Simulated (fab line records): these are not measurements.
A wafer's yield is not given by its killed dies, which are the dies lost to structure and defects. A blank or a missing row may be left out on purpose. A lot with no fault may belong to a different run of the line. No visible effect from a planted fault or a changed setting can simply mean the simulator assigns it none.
A struck lot beside a sound one ; flow nand-harc ; 15 out of 1302 route steps
Sound: wafers L128.2, L128.3, L128.5. Struck: wafer L142.3; the same lot's L142.2 was not struck, so it is left out; see the end for the cause.
Order at every step that has rows: each side's tool, ch and its chambers, its first start. Under that, the readings that differ: sound wafers ; struck wafers ; difference of the means ; sigmas: that difference in standard deviations of wafers without a fault.
alike: a reading whose means differ by less than 2 such deviations, as well as words and numbers matching on both sides. not compared: withheld readings; readings where some wafer has no value; bounds like >300 that might hide an equal value; numbers whose values overlap and for which the record gives no deviation.
Wherever a step has rows on one side only, a row that says differs or no value, or a row with sigmas, the two part there. When numbers do not overlap yet have no deviation, they are printed without sigmas and do not part them. A reading missing from all wafers of one side parts the sides only when that side holds two or more wafers.

first, 5 steps without rows for these wafers: NHARC_A_CHANNEL_HOLE_D1_ETCH_19 (etches the open film in C4F8/O2/Ar, time 34.5 s); NHARC_A_CHANNEL_HOLE_D1_ETCH_20 (etches the open film in C4F8/O2/Ar, time 361.9 s, target depth 1600 nm); NHARC_A_CHANNEL_HOLE_D1_ETCH_21 (etches the open film in C4F8/O2/Ar, time 514.3 s, target depth 1600 nm); NHARC_A_CHANNEL_HOLE_D1_ETCH_22 (etches the open film in C4F8/O2/Ar, time 666.7 s, target depth 1600 nm); NHARC_A_CHANNEL_HOLE_D1_ETCH_23 (etches the open film in C4F8/O2/Ar, time 819 s, target depth 1600 nm).
NHARC_A_CHANNEL_HOLE_D1_ETCH_24: etches the open film in C4F8/O2/Ar, time 906.2 s, target depth 1500 nm.
  sound on har-etch-01 ch 0, day 9 11:44; struck on har-etch-02 ch 0, day 15 14:05
reading;sound;struck;difference;sigmas
drypump-motor-current-A (A);5.23 5.23 5.25;5.65;+0.41;+2
he-backside-leak-sccm (sccm);5.5 5.4 5.4;7.3;+1.9;+2
  alike: chamber-pressure-mTorr, showerhead-plenum-p-Torr, throttle-valve-pct
  not compared: rf-hours-counter-h
NHARC_A_CHANNEL_HOLE_D1_ETCH_25: etches the open film in C4F8/O2/Ar, time 1040.2 s, target depth 1500 nm.
  sound on har-etch-01 ch 0, day 9 12:31; struck on har-etch-02 ch 0, day 15 14:52
reading;sound;struck;difference;sigmas
drypump-motor-current-A (A);5.24 5.25 5.25;5.65;+0.40;+2
he-backside-leak-sccm (sccm);5.4 5.4 5.3;8.0;+2.6;+3
  alike: chamber-pressure-mTorr, showerhead-plenum-p-Torr, throttle-valve-pct
  not compared: rf-hours-counter-h
NHARC_A_CHANNEL_HOLE_D1_ETCH_26: etches the open film in C4F8/O2/Ar, time 224.1 s, target depth 300 nm.
  sound on har-etch-01 ch 0, day 9 13:16; struck on har-etch-02 ch 0, day 15 15:44
reading;sound;struck;difference;sigmas
drypump-motor-current-A (A);5.24 5.23 5.23;5.68;+0.45;+2
he-backside-leak-sccm (sccm);5.4 5.5 5.4;8.1;+2.7;+3
  alike: chamber-pressure-mTorr, showerhead-plenum-p-Torr, throttle-valve-pct
  not compared: rf-hours-counter-h
NHARC_A_CHANNEL_HOLE_D1_ETCH_33: etches the open film in C4F8/O2/Ar, time 90 s, target depth 400 nm.
  sound on har-etch-01 ch 0, day 9 13:28; struck on har-etch-02 ch 0, day 15 15:56
reading;sound;struck;difference;sigmas
drypump-motor-current-A (A);5.21 5.22 5.23;5.66;+0.44;+2
he-backside-leak-sccm (sccm);5.4 5.3 5.4;7.8;+2.4;+3
  alike: chamber-pressure-mTorr, showerhead-plenum-p-Torr, throttle-valve-pct
  not compared: rf-hours-counter-h
then, 3 steps without rows for these wafers: NHARC_A_CHANNEL_HOLE_D1_STRIP_41 (strips in N2/H2); NHARC_A_CHANNEL_HOLE_D1_STRIP_42 (strips in CF4/CHF3); NHARC_A_CHANNEL_HOLE_D1_STRIP_43 (strips in O2/COS).
NHARC_A_CHANNEL_HOLE_D1_ETCH_44: etches the open film in CF4/O2, target depth 140 nm, overetch 14 nm, time 77 s.
  sound on rie-diel-07 ch 1,2, day 9 14:11; struck on rie-diel-07 ch 2, day 15 17:08
reading;sound;struck;difference;sigmas
oes-product-au (a.u.);0.996 1.000 0.993;0.929;-0.067;-8
  alike: chamber-pressure-mTorr, drypump-motor-current-A, rf-vpp-V, showerhead-plenum-p-Torr, throttle-valve-pct
  not compared: rf-hours-counter-h
NHARC_A_CHANNEL_HOLE_D1_STRIP_27: strips in O2.
  sound on rie-diel-07 ch 1,2; struck on rie-diel-07 ch 3
reading;sound;struck;difference;sigmas
oes-product-au (a.u.);0.988 0.993 0.984;1.009;+0.021;+2
  alike: chamber-pressure-mTorr, drypump-motor-current-A, rf-vpp-V, showerhead-plenum-p-Torr, throttle-valve-pct
  not compared: rf-hours-counter-h
following that, these wafers have no rows for 1 step: NHARC_END_SORT_01.

== WHERE THEY PART ==
First at NHARC_A_CHANNEL_HOLE_D1_ETCH_24; last, within this record, at NHARC_A_CHANNEL_HOLE_D1_STRIP_27.

WHY: what had been put in by the simulator
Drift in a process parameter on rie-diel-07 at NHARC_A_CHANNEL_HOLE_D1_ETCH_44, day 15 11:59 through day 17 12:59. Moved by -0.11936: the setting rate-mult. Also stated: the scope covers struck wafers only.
